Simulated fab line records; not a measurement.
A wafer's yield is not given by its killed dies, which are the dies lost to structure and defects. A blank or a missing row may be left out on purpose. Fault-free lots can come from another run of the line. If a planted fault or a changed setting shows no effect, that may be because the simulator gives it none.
fab line records	flow n5_finfet
[record] lots = 7	wafers = 21
route steps=1938 shown WELL_APT@21 FIN_SAQP@130 SD_EPI_P@321 SD_ACTIVATION@331 ILD0@344 HKMG_FIN@428
start_h: hours from the record's opening day to when the first of the lot's shown wafers began	wait_h: how many hours have passed since the lot's step before this one	" repeats the value in the row above	L1.1+2: a row that stands for several wafers	- no value, or no start given	* or withheld: withheld	< > ~ a bound
route shown NAME@n: a module of which the file shows steps, and the number in the route of the first	usual: mean and standard deviation over wafers with no fault	same: alike in all rows	chamber/n: place in a boat	sites: the reading at each site	_std_site: the standard deviation of these	_edge_site: the outer-site mean with the inner-site mean subtracted	radius_mm: how far each site lies from the wafer's centre	mask NAME#n: copy n	behind: the most recent tool/chamber to have shaped the wafer	hold: reason for holding the lot/hours on hold/outcome of the hold	device: names the non-switching transistor (n, p or np)	end of line: the route-end tests of the same wafers	step lacking rows: just its recipe	killed: count of dies lost to structure and defects at first sort (not the wafer's yield)	map: dies across one wafer; x = killed, . = not, _ = none there
set.NAME: the run value of the setting; set.NAME@STEP: its run value at that earlier step	model.NAME: the simulator's own value behind a step, which no gauge read
lots run with intentionally changed settings; tables by step, rows by wafer
[[steps]]
[step N5_WELL_APT_COAT_02]
[recipe] spin_rpm = 1357	resist_thk_nm = 950
lot.wafer	tool	chamber	start_h	wait_h	set.spin_rpm	model.coat_of_WELL_APT_COAT_02.thk_nm
L076.1	litho_track-04	0	-	-	1357	950.8
L076.2	"	0	"	"	1357	952
L076.6	"	0	"	"	1357	957.2
L082.2+3	litho_track-01	0	-	-	1357	949.5
L082.4	"	0	"	"	1357	949
L087.2	litho_track-04	0	-	-	1357	952.2
L087.3	"	0	"	"	1357	952.1
L087.6	"	0	"	"	1271	982.9
L089.2	litho_track-01	0	-	-	1357	949.6
L089.3	"	0	"	"	1357	947.8
L089.5	"	0	"	"	1357	948.5
L092.1	litho_track-01	0	-	-	1357	950.7
L092.3	"	0	"	"	1357	953.7
L092.6	"	0	"	"	1259	986.7
L094.1	litho_track-01	0	-	-	1357	948.3
L094.3	"	0	"	"	1357	946.7
L094.4	"	0	"	"	1357	947.8
L097.1	litho_track-04	0	-	-	1357	957.8
L097.3	"	0	"	"	1409	936
L097.5	"	0	"	"	1409	937.7
[step N5_WELL_APT_EXPOSE_05]
[recipe] mask_id = NWELL	na = 0.8	source_shape = conventional	sigma_outer = 0.8	polarization = unpolarized	defocus_nm = 0	target_cd_nm = 200	dose_mj = 20.3
lot.wafer	tool	chamber	start_h	wait_h	mask	set.dose_mj
L076.1	krf_scanner-01	0	25.39	-	NWELL#0	21.26
L076.2+6	"	0	"	"	NWELL#0	20.3
L082.2+3+4	krf_scanner-02	0	62.08	-	NWELL#0	20.3
L087.2+3	krf_scanner-01	0	91.54	-	NWELL#0	20.3
L087.6	"	0	"	"	NWELL#0	18.85
L089.2	krf_scanner-01	0	103.39	-	NWELL#0	19.66
L089.3+5	"	0	"	"	NWELL#0	20.3
L092.1+3+6	krf_scanner-02	0	121.41	-	NWELL#0	20.3
L094.1+3	krf_scanner-02	0	133.88	-	NWELL#0	19.07
L094.4	"	0	"	"	NWELL#0	20.3
L097.1+3+5	krf_scanner-01	0	151.76	-	NWELL#0	20.3
[step N5_WELL_APT_PEB_06]
[recipe] peb_temp_c = 130	peb_time_s = 90
[step N5_WELL_APT_DEVELOP_07]
[recipe] develop_time_s = 45	rinse_liquid = surfactant_rinse	dry = air_spin	dev_temp_c = 21
[step N5_WELL_APT_HARDBAKE_12]
[recipe] temp_c = 130	time_s = 120
[step N5_WELL_APT_CD_MEAS_08]
[recipe] target_cd_nm = 200	landing_energy_ev = 500	detector = se_inlens
[usual] cd_nm = 199.6/1.3
lot.wafer	tool	chamber	start_h	wait_h	set.dose_mj@WELL_APT_EXPOSE_05	cd_nm
L076.1	cd_sem-01	0	25.56	-	21.26	207.4
L076.2	"	0	"	"	20.3	198.3
L076.6	"	0	"	"	20.3	199.5
L082.2	cd_sem-03	0	62.24	-	20.3	200.2
L082.3	"	0	"	"	20.3	197.5
L082.4	"	0	"	"	20.3	199.3
L087.2	cd_sem-02	0	91.70	-	20.3	198.8
L087.3	"	0	"	"	20.3	198.7
L087.6	"	0	"	"	18.85	187.4
L089.2	cd_sem-03	0	103.56	-	19.66	192.2
L089.3	"	0	"	"	20.3	198.5
L089.5	"	0	"	"	20.3	199.0
L092.1	cd_sem-02	0	121.58	-	20.3	198.1
L092.3	"	0	"	"	20.3	200.4
L092.6	"	0	"	"	20.3	198.3
L094.1	cd_sem-01	0	134.06	-	19.07	190.9
L094.3	"	0	"	"	19.07	190.3
L094.4	"	0	"	"	20.3	199.7
L097.1	cd_sem-01	0	151.93	-	20.3	199.3
L097.3	"	0	"	"	20.3	200.3
L097.5	"	0	"	"	20.3	201.0
[step N5_WELL_APT_DESCUM_13]
[recipe] chemistry = O2	time_s = 7.9	source_power_w = 50	bias_power_w = 20	pressure_mtorr = 20	rf_frequency_hz = 2.712e+07	temp_c = 40	o2_flow_sccm = 225
lot.wafer	tool	chamber	start_h	wait_h	set.dose_mj@WELL_APT_EXPOSE_05	model.WELL_APT.cd_nm
L076.1	rie_diel-05	0	26.12	0.5	21.26	207.2
L076.2	"	2	"	"	20.3	-
L076.6	"	1	"	"	20.3	199.4
L082.2	rie_diel-01	1	62.49	0.2	20.3	200
L082.3	"	3	"	"	20.3	197.7
L082.4	"	0	"	"	20.3	199.6
L087.2+3	rie_diel-01	0,1	91.97	0.2	20.3	198.8
L087.6	"	1	"	"	18.85	187.4
L089.2	rie_diel-01	0	103.64	0.0	19.66	192.3
L089.3	"	1	"	"	20.3	198.8
L089.5	"	2	"	"	20.3	198.9
L092.1	rie_diel-05	0	121.83	0.2	20.3	198.2
L092.3	"	2	"	"	20.3	200
L092.6	"	3	"	"	20.3	198
L094.1	rie_diel-04	1	134.15	0.0	19.07	190.9
L094.3	"	3	"	"	19.07	190.3
L094.4	"	0	"	"	20.3	199.7
L097.1	rie_diel-05	1	152.02	0.0	20.3	199.1
L097.3	"	0	"	"	20.3	200.7
L097.5	"	3	"	"	20.3	200.8
[step N5_WELL_APT_EXPOSE_22]
[recipe] mask_id = PWELL	na = 0.8	source_shape = conventional	sigma_outer = 0.8	polarization = unpolarized	defocus_nm = 0	target_cd_nm = 200	dose_mj = 23.2
lot.wafer	tool	chamber	start_h	wait_h	mask	set.dose_mj
L076.1+2+6	krf_scanner-01	0	27.11	-	PWELL#0	23.2
L082.2+3+4	krf_scanner-01	0	63.36	-	PWELL#0	23.2
L087.2+3+6	krf_scanner-02	0	92.96	-	PWELL#0	23.2
L089.2+3+5	krf_scanner-02	0	104.63	-	PWELL#0	23.2
L092.1+3	krf_scanner-01	0	122.81	-	PWELL#0	23.2
L092.6	"	0	"	"	PWELL#0	24.69
L094.1+4	krf_scanner-02	0	135.01	-	PWELL#0	23.2
L094.3	"	0	"	"	PWELL#0	21.75
L097.1+3+5	krf_scanner-01	0	153.05	-	PWELL#0	23.2
[step N5_WELL_APT_PEB_23]
[recipe] peb_temp_c = 130	peb_time_s = 90
lot.wafer	tool	chamber	start_h	wait_h	set.peb_time_s
L076.1+2	litho_track-04	0	27.16	0.1	80.49
L076.6	"	0	"	"	90
L082.2+3+4	litho_track-04	0	63.41	0.0	90
L087.2+3+6	litho_track-01	0	93.01	0.0	90
L089.2+3	litho_track-04	0	104.69	0.0	90
L089.5	"	0	"	"	97.55
L092.1+3+6	litho_track-05	0	122.87	0.1	90
L094.1+3	litho_track-04	0	135.07	0.1	99.34
L094.4	"	0	"	"	90
L097.1+5	litho_track-05	0	153.11	0.1	99.51
L097.3	"	0	"	"	90
[step N5_WELL_APT_DEVELOP_24]
[recipe] develop_time_s = 45	rinse_liquid = surfactant_rinse	dry = air_spin	dev_temp_c = 21
[step N5_WELL_APT_HARDBAKE_29]
[recipe] temp_c = 130	time_s = 120
[step N5_WELL_APT_CD_MEAS_25]
[recipe] target_cd_nm = 200	landing_energy_ev = 500	detector = se_inlens
[usual] cd_nm = 199.3/1.4
lot.wafer	tool	chamber	start_h	wait_h	set.dose_mj@WELL_APT_EXPOSE_22	set.peb_time_s@WELL_APT_PEB_23	cd_nm
L076.1	cd_sem-03	0	27.28	-	23.2	80.49	195.2
L076.2	"	0	"	"	23.2	80.49	194.8
L076.6	"	0	"	"	23.2	90	198.8
L082.2	cd_sem-01	0	63.53	-	23.2	90	197.9
L082.3	"	0	"	"	23.2	90	199.9
L082.4	"	0	"	"	23.2	90	199.0
L087.2	cd_sem-01	0	93.13	-	23.2	90	201.2
L087.3	"	0	"	"	23.2	90	200.0
L087.6	"	0	"	"	23.2	90	200.8
L089.2	cd_sem-02	0	104.80	-	23.2	90	199.7
L089.3	"	0	"	"	23.2	90	198.2
L089.5	"	0	"	"	23.2	97.55	204.4
L092.1	cd_sem-03	0	122.99	-	23.2	90	199.4
L092.3	"	0	"	"	23.2	90	199.3
L092.6	"	0	"	"	24.69	90	211.8
L094.1	cd_sem-03	0	135.18	-	23.2	99.34	205.3
L094.3	"	0	"	"	21.75	99.34	190.5
L094.4	"	0	"	"	23.2	90	199.8
L097.1	cd_sem-03	0	153.23	-	23.2	99.51	201.5
L097.3	"	0	"	"	23.2	90	198.6
L097.5	"	0	"	"	23.2	99.51	202.0
[step N5_WELL_APT_DESCUM_30]
[recipe] chemistry = O2	time_s = 7.9	source_power_w = 50	bias_power_w = 20	pressure_mtorr = 20	rf_frequency_hz = 2.712e+07	temp_c = 40	o2_flow_sccm = 225
lot.wafer	tool	chamber	start_h	wait_h	set.dose_mj@WELL_APT_EXPOSE_22	set.peb_time_s@WELL_APT_PEB_23	model.WELL_APT.cd_nm
L076.1	rie_diel-05	3	27.37	0.0	23.2	80.49	195.4
L076.2	"	0	"	"	23.2	80.49	194.8
L076.6	"	3	"	"	23.2	90	198.9
L082.2	rie_diel-04	3	63.61	0.0	23.2	90	198
L082.3	"	2	"	"	23.2	90	199.7
L082.4	"	0	"	"	23.2	90	198.6
L087.2	rie_diel-05	3	93.22	0.0	23.2	90	201.3
L087.3	"	0	"	"	23.2	90	199.9
L087.6	"	3	"	"	23.2	90	200.7
L089.2	rie_diel-05	3	104.89	0.0	23.2	90	199.9
L089.3	"	1	"	"	23.2	90	198.5
L089.5	"	2	"	"	23.2	97.55	204.2
L092.1	rie_diel-01	3	123.08	0.0	23.2	90	199.5
L092.3	"	0	"	"	23.2	90	199.3
L092.6	"	1	"	"	24.69	90	212
L094.1	rie_diel-01	1	135.39	0.2	23.2	99.34	205.3
L094.3	"	2	"	"	21.75	99.34	190.8
L094.4	"	3	"	"	23.2	90	199.7
L097.1	rie_diel-04	2	153.74	0.5	23.2	99.51	201.8
L097.3	"	3	"	"	23.2	90	198.3
L097.5	"	2	"	"	23.2	99.51	201.9
[step N5_FIN_SAQP_ETCH_65]
[recipe] chemistry = CF4	target = SiO2	target_depth_a = 40	ion_energy_ev = 350	time_s = 4.4	pressure_mtorr = 10	icp_w = 800	bias_w = 400	cf4_flow_sccm = 80
lot.wafer	tool	chamber	start_h	wait_h	set.time_s	model.etch.depth_nm
L076.1	rie_si-02	0	37.46	0.1	4.4	4.09
L076.2	"	3	"	"	4.4	3.999
L076.6	"	0	"	"	4.4	4.043
L082.2	rie_si-02	3	73.58	0.1	4.4	4.018
L082.3	"	0	"	"	4.4	4.115
L082.4	"	1	"	"	4.4	4.106
L087.2	rie_si-02	0	102.25	0.1	4.108	3.792
L087.3	"	1	"	"	4.108	3.747
L087.6	"	1	"	"	4.4	3.996
L089.2	rie_si-04	2	115.22	0.1	4.4	3.977
L089.3	"	3	"	"	4.4	3.973
L089.5	"	2	"	"	4.4	3.954
L092.1	rie_si-02	1	132.52	0.1	3.874	3.568
L092.3	"	2	"	"	4.4	4.126
L092.6	"	0	"	"	4.4	4.09
L094.1	rie_si-04	1	145.38	0.1	4.4	4.031
L094.3	"	0	"	"	4.998	4.628
L094.4	"	3	"	"	4.998	4.554
L097.1	rie_si-02	0	162.19	0.1	4.4	4.098
L097.3	"	2	"	"	4.09	3.808
L097.5	"	1	"	"	4.4	4.027
[step N5_SD_EPI_P_EPI_21]
[recipe] material = SiGe:B	dopant = B	temp_c = 550	pressure_torr = 20	ambient = H2	time_s = 355
lot.wafer	tool	chamber	start_h	wait_h	set.temp_c	model.SiGe-B_of_SD_EPI_P_EPI_21.thk_nm
L076.1+6	epi_rpcvd-02	0	68.53	0.2	550	61.4
L076.2	"	0	"	"	553.9	67
L082.2	epi_rpcvd-04	0	105.23	0.5	550	60.6
L082.3	"	0	"	"	550	60.8
L082.4	"	0	"	"	550	61.2
L087.2	epi_rpcvd-01	0	133.23	0.6	546.7	57.2
L087.3	"	0	"	"	546.7	57
L087.6	"	0	135.15	2.4	546.7	56.8
L089.2	epi_rpcvd-02	0	147.03	0.5	550	61.2
L089.3	"	0	"	"	547.6	58.2
L089.5	"	0	"	"	547.6	58.6
L092.1	epi_rpcvd-02	0	162.79	0.1	553.3	65.8
L092.3	"	0	"	"	550	60.8
L092.6	"	0	164.59	1.8	553.3	65.6
L094.1	epi_rpcvd-02	0	181.18	0.1	550	61
L094.3	"	0	"	"	546.9	57.2
L094.4	"	0	"	"	546.9	57.4
L097.1+3	epi_rpcvd-02	0	199.64	0.2	550	60.6
L097.5	"	0	201.56	2.0	550	60.2
[step N5_SD_EPI_P_HM_STRIP_48]
[recipe] chemistry = H3PO4	temp_c = 160	material = SiNx	target = SiNx	target_depth_a = 30	overetch_fraction = 0.3
lot.wafer	tool	chamber	start_h	wait_h	set.temp_c@SD_EPI_P_EPI_21	model.SiGe-B_of_SD_EPI_P_EPI_21.thk_nm
L076.1	wet_bench-01	0	71.49	0.0	550	61
L076.2	"	5	"	"	553.9	66.6
L076.6	"	3	"	"	550	61.2
L082.2	wet_bench-01	1	107.11	0.0	550	60.4
L082.3	"	0	"	"	550	60.6
L082.4	"	5	"	"	550	60.8
L087.2	wet_bench-02	6	135.70	0.0	546.7	57
L087.3	"	3	"	"	546.7	56.6
L087.6	"	0	"	"	546.7	56.4
L089.2	wet_bench-01	0	148.91	0.0	550	61
L089.3	"	5	"	"	547.6	57.8
L089.5	"	6	"	"	547.6	58.4
L092.1+6	wet_bench-01	3,2	165.02	0.0	553.3	65.4
L092.3	"	6	"	"	550	60.6
L094.1	wet_bench-01	0	183.43	0.0	550	60.8
L094.3	"	5	"	"	546.9	56.8
L094.4	"	7	"	"	546.9	57.2
L097.1+3	wet_bench-01	6,2	202.59	0.0	550	60.4
L097.5	"	1	"	"	550	60
[step N5_SD_ACTIVATION_LSA_01]
[recipe] temp_c = 1080	time_s = 0.0008	ambient = N2
[usual] wafer_temp_C_max = 1086.7/2.5
lot.wafer	tool	chamber	start_h	wait_h	set.temp_c	wafer_temp_C_max
L076.1	laser_anneal-01	0	72.18	0.2	1080	1090.0
L076.2	"	0	"	"	1068	1076.2
L076.6	"	0	"	"	1080	1089.9
L082.2	laser_anneal-01	0	107.50	0.2	1080	1089.8
L082.3	"	0	"	"	1080	1090.2
L082.4	"	0	"	"	1080	1087.7
L087.2	laser_anneal-02	0	136.10	0.2	1080	1085.7
L087.3	"	0	"	"	1080	1086.0
L087.6	"	0	"	"	1049	1054.5
L089.2	laser_anneal-02	0	149.44	0.2	1080	1085.3
L089.3	"	0	"	"	1080	1083.7
L089.5	"	0	"	"	1080	1085.2
L092.1	laser_anneal-01	0	165.39	0.2	1080	1086.9
L092.3	"	0	"	"	1064	1070.2
L092.6	"	0	"	"	1064	1071.9
L094.1	laser_anneal-01	0	183.87	0.2	1080	1085.2
L094.3	"	0	"	"	1080	1093.7
L094.4	"	0	"	"	1061	1069.2
L097.1	laser_anneal-02	0	202.97	0.2	1080	1086.1
L097.3	"	0	"	"	1080	1084.4
L097.5	"	0	"	"	1096	1100.0
[step N5_SD_ACTIVATION_RS_MEAS_03]
[recipe] thk_meas_gauge = four-point-probe
[usual] RS_SD_N = 21.8/0.31	RS_SD_P = 56.1/0.83
lot.wafer	tool	chamber	start_h	wait_h	set.temp_c@SD_EPI_P_EPI_21	set.temp_c@SD_ACTIVATION_LSA_01	RS_SD_N[ohm/sq]	RS_SD_P[ohm/sq]
L076.1	film_metro-01	-	72.38	0.2	550	1080	21.9	55.6
L076.2	"	-	"	"	553.9	1068	22.7	51.0
L076.6	"	-	"	"	550	1080	21.8	55.7
L082.2	film_metro-02	-	107.69	0.2	550	1080	22.4	56.2
L082.3	"	-	"	"	550	1080	22.5	56.8
L082.4	"	-	"	"	550	1080	22.2	56.4
L087.2	film_metro-01	-	136.29	0.2	546.7	1080	21.6	59.9
L087.3	"	-	"	"	546.7	1080	21.8	60.3
L087.6	"	-	"	"	546.7	1049	25.0	61.0
L089.2	film_metro-01	-	149.64	0.2	550	1080	21.5	56.5
L089.3	"	-	"	"	547.6	1080	21.8	59.6
L089.5	"	-	"	"	547.6	1080	21.6	59.8
L092.1	film_metro-02	-	165.59	0.2	553.3	1080	22.3	51.8
L092.3	"	-	"	"	550	1064	24.0	56.5
L092.6	"	-	"	"	553.3	1064	23.8	52.4
L094.1	film_metro-02	-	184.07	0.2	550	1080	22.1	55.5
L094.3	"	-	"	"	546.9	1080	21.9	59.7
L094.4	"	-	"	"	546.9	1061	24.1	59.5
L097.1	film_metro-02	-	203.17	0.2	550	1080	21.9	57.2
L097.3	"	-	"	"	550	1080	21.9	57.4
L097.5	"	-	"	"	550	1096	20.2	57.2
[step N5_ILD0_CMP_12]
[recipe] stop_on = poly-Si	material = SiNx	t_overpolish_s = 6	post_cmp_clean = alkaline_brush	down_force_psi = 2.5	platen_rpm = 51.8	pad_velocity_m_s = 1.0307	target_thk_nm = 17.67
[usual] time_to_endpoint_s = 29.0/2.3
lot.wafer	tool	chamber	start_h	wait_h	set.down_force_psi	time_to_endpoint_s
L076.2	cmp-04	2	78.65	1.1	2.054	38.5
L076.1	"	0	"	"	2.5	26.9
L076.6	"	3	"	"	2.054	33.6
L082.3	cmp-01	3	113.97	1.2	2.5	32.6
L082.2	"	0	"	"	2.5	31.7
L082.4	"	1	"	"	2.5	30.9
L087.3	cmp-04	1	142.75	1.2	2.5	26.7
L087.2	"	3	"	"	1.953	38.7
L087.6	"	0	"	"	2.5	26.8
L089.2	cmp-02	0	155.96	1.2	2.5	32.1
L089.3	"	2	"	"	2.669	32.0
L089.5	"	3	"	"	2.5	30.0
L092.3	cmp-04	0	171.91	1.2	2.5	25.5
L092.1	"	2	"	"	2.5	26.8
L092.6	"	3	"	"	2.5	26.8
L094.1	cmp-02	0	190.74	1.1	2.5	31.2
L094.3	"	1	"	"	2.5	32.1
L094.4	"	2	"	"	2.101	36.3
L097.1	cmp-02	0	209.47	1.2	2.883	24.2
L097.3	"	2	"	"	2.5	29.1
L097.5	"	3	"	"	2.883	21.4
[step N5_HKMG_FIN_PEB_10]
[recipe] peb_temp_c = withheld	peb_time_s = 60	resist = CAR-ArF
lot.wafer	tool	chamber	start_h	wait_h	set.peb_time_s
L076.1+2+6	litho_track-01	0	88.21	0.1	66.74
L082.2+3+4	litho_track-01	0	123.61	0.0	60
L087.2+3+6	litho_track-02	0	152.73	0.0	60
L089.2	litho_track-02	0	165.98	0.1	60
L089.3+5	"	0	"	"	71.73
L092.1+3	litho_track-01	0	182.05	0.1	53.09
L092.6	"	0	"	"	60
L094.1+3+4	litho_track-05	0	207.89	0.1	60
L097.1+5	litho_track-05	0	219.61	0.1	60
L097.3	"	0	"	"	54.54
[step N5_HKMG_FIN_DEVELOP_11]
[recipe] develop_time_s = 30	developer = TMAH	resist = CAR-ArF	dev_temp_c = 23	rinse_liquid = diw	dry = air_spin
[step N5_HKMG_FIN_CD_MEAS_12]
[recipe] target_cd_nm = 92.8	landing_energy_ev = 500	detector = se_inlens
[usual] cd_nm = 92.9/0.49
lot.wafer	tool	chamber	start_h	wait_h	set.peb_time_s@HKMG_FIN_PEB_10	cd_nm
L076.1	cd_sem-03	0	88.28	-	66.74	96.9
L076.2	"	0	"	"	66.74	96.7
L076.6	"	0	"	"	66.74	96.6
L082.2	cd_sem-02	0	123.68	-	60	92.9
L082.3	"	0	"	"	60	92.5
L082.4	"	0	"	"	60	93.1
L087.2	cd_sem-01	0	152.80	-	60	93.0
L087.3	"	0	"	"	60	93.2
L087.6	"	0	"	"	60	92.8
L089.2	cd_sem-01	0	166.04	-	60	93.3
L089.3	"	0	"	"	71.73	98.4
L089.5	"	0	"	"	71.73	99.0
L092.1	cd_sem-01	0	182.12	-	53.09	89.1
L092.3	"	0	"	"	53.09	89.1
L092.6	"	0	"	"	60	93.0
L094.1	cd_sem-03	0	207.96	-	60	93.3
L094.3	"	0	"	"	60	92.5
L094.4	"	0	"	"	60	92.4
L097.1	cd_sem-03	0	219.68	-	60	93.3
L097.3	"	0	"	"	54.54	90.2
L097.5	"	0	"	"	60	93.5
[[key]]
[split] step = N5_WELL_APT_COAT_02	setting = spin_rpm	stated = 1357	by = wafer
[response] step = N5_WELL_APT_COAT_02	reading = model.coat_of_WELL_APT_COAT_02.thk_nm	change = -4.9	per = 1%	r = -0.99
[split] step = N5_WELL_APT_EXPOSE_05	setting = dose_mj	stated = 20.3	by = wafer
[response] step = N5_WELL_APT_CD_MEAS_08	reading = cd_nm	change = +1.64	per = 1%	r = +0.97
[response] step = N5_WELL_APT_DESCUM_13	reading = model.WELL_APT.cd_nm	change = +1.61	per = 1%	r = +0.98
[split] step = N5_WELL_APT_EXPOSE_22	setting = dose_mj	stated = 23.2	by = wafer
[response] step = N5_WELL_APT_CD_MEAS_25	reading = cd_nm	change = +1.93	per = 1%	r = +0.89
[response] step = N5_WELL_APT_DESCUM_30	reading = model.WELL_APT.cd_nm	change = +1.92	per = 1%	r = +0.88
[split] step = N5_WELL_APT_PEB_23	setting = peb_time_s	stated = 90	by = wafer
[response] step = N5_WELL_APT_CD_MEAS_25	reading = cd_nm	slope = +0.417	per = 1%	together_with = dose_mj@WELL_APT_EXPOSE_22	explained = 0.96
[response] step = N5_WELL_APT_DESCUM_30	reading = model.WELL_APT.cd_nm	slope = +0.427	per = 1%	together_with = dose_mj@WELL_APT_EXPOSE_22	explained = 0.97
[split] step = N5_FIN_SAQP_ETCH_65	setting = time_s	stated = 4.4	by = wafer
[response] step = N5_FIN_SAQP_ETCH_65	reading = model.etch.depth_nm	change = +0.0412	per = 1%	r = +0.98
[split] step = N5_SD_EPI_P_EPI_21	setting = temp_c	stated = 550	by = wafer
[response] step = N5_SD_EPI_P_EPI_21	reading = model.SiGe-B_of_SD_EPI_P_EPI_21.thk_nm	change = +7.45	per = 1%	r = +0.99
[response] step = N5_SD_EPI_P_HM_STRIP_48	reading = model.SiGe-B_of_SD_EPI_P_EPI_21.thk_nm	change = +7.43	per = 1%	r = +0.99
[response] step = N5_SD_ACTIVATION_RS_MEAS_03	reading = RS_SD_P	change = -7.03	per = 1%	r = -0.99
[split] step = N5_SD_ACTIVATION_LSA_01	setting = temp_c	stated = 1080	by = wafer
[response] step = N5_SD_ACTIVATION_LSA_01	reading = wafer_temp_C_max	change = *	per = 1%	r = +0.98
[response] step = N5_SD_ACTIVATION_RS_MEAS_03	reading = RS_SD_N	change = -1.12	per = 1%	r = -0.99
[split] step = N5_ILD0_CMP_12	setting = down_force_psi	stated = 2.5	by = wafer
[response] step = N5_ILD0_CMP_12	reading = time_to_endpoint_s	change = *	per = 1%	r = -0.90
[split] step = N5_HKMG_FIN_PEB_10	setting = peb_time_s	stated = 60	by = wafer
[response] step = N5_HKMG_FIN_CD_MEAS_12	reading = cd_nm	change = +0.302	per = 1%	r = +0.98
